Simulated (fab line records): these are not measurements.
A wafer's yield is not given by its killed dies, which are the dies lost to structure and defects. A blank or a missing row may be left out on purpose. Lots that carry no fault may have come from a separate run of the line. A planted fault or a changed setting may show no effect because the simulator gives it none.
Chamber matching / flow n5-finfet / N5_BEOL_M3_ILD_DEP_00 on pecvd-01 has 3 sister chambers
The step deposits SiOC from DEMS/O2, target thk 79 nm, time 15.3 s. 3 wafers are shown with their chamber, then 9 later ones without.

WAFERS, EACH WITH ITS CHAMBER
wafer=L093.1; chamber=1; throttle-valve-pct (%)=11.3
wafer=L092.2; chamber=0; throttle-valve-pct (%)=13.0
wafer=L092.4; chamber=2; throttle-valve-pct (%)=11.7

WAFERS WITH NO CHAMBER GIVEN
wafer=L094.1; throttle-valve-pct (%)=11.7
wafer=L094.5; throttle-valve-pct (%)=11.4
wafer=L094.6; throttle-valve-pct (%)=11.3
wafer=L095.3; throttle-valve-pct (%)=13.1
wafer=L095.4; throttle-valve-pct (%)=11.6
wafer=L095.6; throttle-valve-pct (%)=13.2
wafer=L097.1; throttle-valve-pct (%)=11.5
wafer=L097.3; throttle-valve-pct (%)=11.5
wafer=L097.5; throttle-valve-pct (%)=11.7

CHAMBER TAKEN BY EACH
wafer=L094.1; from the rows above=2; in truth=2
wafer=L094.5; from the rows above=can't be placed: 1 or 2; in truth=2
wafer=L094.6; from the rows above=1; in truth=1
wafer=L095.3; from the rows above=0; in truth=0
wafer=L095.4; from the rows above=can't be placed: 2 or 1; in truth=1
wafer=L095.6; from the rows above=0; in truth=0
wafer=L097.1; from the rows above=can't be placed: 1 or 2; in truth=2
wafer=L097.3; from the rows above=can't be placed: 1 or 2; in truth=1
wafer=L097.5; from the rows above=2; in truth=2
5 of 9 placed correctly. From these rows, 4 cannot be placed; in 4 the true chamber is one of the candidates. Wrongly placed: 0.
How it was worked out, from the rows above alone: a wafer's distance from a chamber is the root of the sum, over the readings, of the square of ((its reading less the chamber's mean) divided by the reading's scatter). If the next closest chamber is less than 2 further off than the closest, the wafer can't be placed; otherwise it belongs to the closest. For every chamber, the mean is computed from those of its wafers that are shown. The scatter: root of mean squared gap, hidden wafer to nearest shown wafer, with one shown wafer a chamber.
